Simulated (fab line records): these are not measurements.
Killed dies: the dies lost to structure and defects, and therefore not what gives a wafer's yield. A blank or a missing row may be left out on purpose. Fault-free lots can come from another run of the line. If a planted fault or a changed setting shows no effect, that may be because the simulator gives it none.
Matching of chambers    flow nand harc    4 sister chambers for NHARC_P_M1_CMP_23 on cmp-03
The step polishes, t overpolish 20 s, target thk 157.82 nm. 24 wafers are shown with their chamber, then 12 later ones without.

WAFERS WITH THEIR CHAMBER
wafer   chamber  motor current A (A)  time to endpoint s (s)  retaining ring pressure frac
L077.2  2        10.2                 33.0                    1.002
L077.3  0        12.4                 31.0                    1.001
L077.6  1        10.5                 32.2                    0.997
L078.1  0        11.3                 29.5                    0.999
L078.3  1        10.4                 31.9                    0.998
L078.5  2        10.5                 33.1                    0.989
L079.1  0        12.4                 25.9                    1.004
L079.5  0        11.6                 29.7                    1.002
L079.6  3        11.1                 25.9                    1.007
L080.4  2        11.2                 32.5                    1.001
L080.5  2        10.9                 33.7                    0.994
L080.6  1        10.8                 34.5                    0.998
L081.3  3        11.1                 29.2                    0.999
L081.4  2        10.7                 28.8                    1.009
L081.6  0        12.6                 30.7                    1.011
L083.1  3        10.9                 30.8                    1.002
L083.2  0        11.9                 28.2                    1.008
L083.6  0        11.6                 30.4                    1.003
L085.2  3        10.6                 26.4                    1.000
L085.3  1        10.1                 29.2                    0.997
L085.6  2        10.7                 26.2                    1.005
L088.2  0        11.4                 30.1                    1.003
L088.4  3        11.3                 29.5                    0.992
L088.5  0        11.3                 28.0                    1.006

SIGNATURES (averages over the wafers above)
reading                       chamber 0  chamber 1  chamber 2  chamber 3  scatter within a chamber
motor current A               11.833     10.450     10.700     11.000     0.401
time to endpoint s            29.278     31.950     31.217     28.360     2.22
retaining ring pressure frac  1.00411    0.99750    1.00000    1.00000    0.00498
Rule: for each reading, subtract the chamber's mean from the wafer's reading, divide by that reading's scatter and square the result; add these up over the readings and take the root, which gives the wafer's distance from the chamber. The wafer belongs to the nearest chamber; if the next one is less than 2 further off, it can't be placed. How the scatter is found: for the shown wafers, subtract from each reading the mean of its chamber, square and add these, divide the total by (wafers less chambers), then take the root.

WAFERS WITH NO CHAMBER GIVEN
wafer   motor current A (A)  time to endpoint s (s)  retaining ring pressure frac
L090.3  12.1                 31.2                    1.006
L090.5  10.6                 29.4                    1.000
L090.6  10.9                 28.7                    1.009
L092.3  10.4                 27.3                    1.001
L092.4  12.0                 29.0                    0.997
L092.6  10.8                 28.0                    1.003
L093.1  11.7                 27.7                    0.993
L093.3  11.1                 27.1                    0.992
L093.4  11.3                 26.9                    0.995
L096.1  10.2                 30.1                    0.992
L096.2  12.3                 30.6                    0.997
L096.4  10.7                 33.2                    1.010

WHICH CHAMBER EACH ONE RAN IN
wafer   from the rows above                in truth
L090.3  0                                  0
L090.5  can't be placed: 2 or 3 or 1       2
L090.6  can't be placed: 3 or 2 or 0 or 1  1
L092.3  can't be placed: 3 or 2 or 1       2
L092.4  can't be placed: 0 or 3 or 2       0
L092.6  can't be placed: 3 or 2 or 1 or 0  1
L093.1  can't be placed: 3 or 0 or 2 or 1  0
L093.3  can't be placed: 3 or 2 or 1 or 0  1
L093.4  can't be placed: 3 or 0 or 2 or 1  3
L096.1  can't be placed: 1 or 2 or 3       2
L096.2  can't be placed: 0 or 3            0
L096.4  can't be placed: 2 or 1 or 3 or 0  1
Correct placement for 1 of the 12. Not placeable from these rows: 11 (in 11, the candidates include the true chamber). 0 placed wrongly.
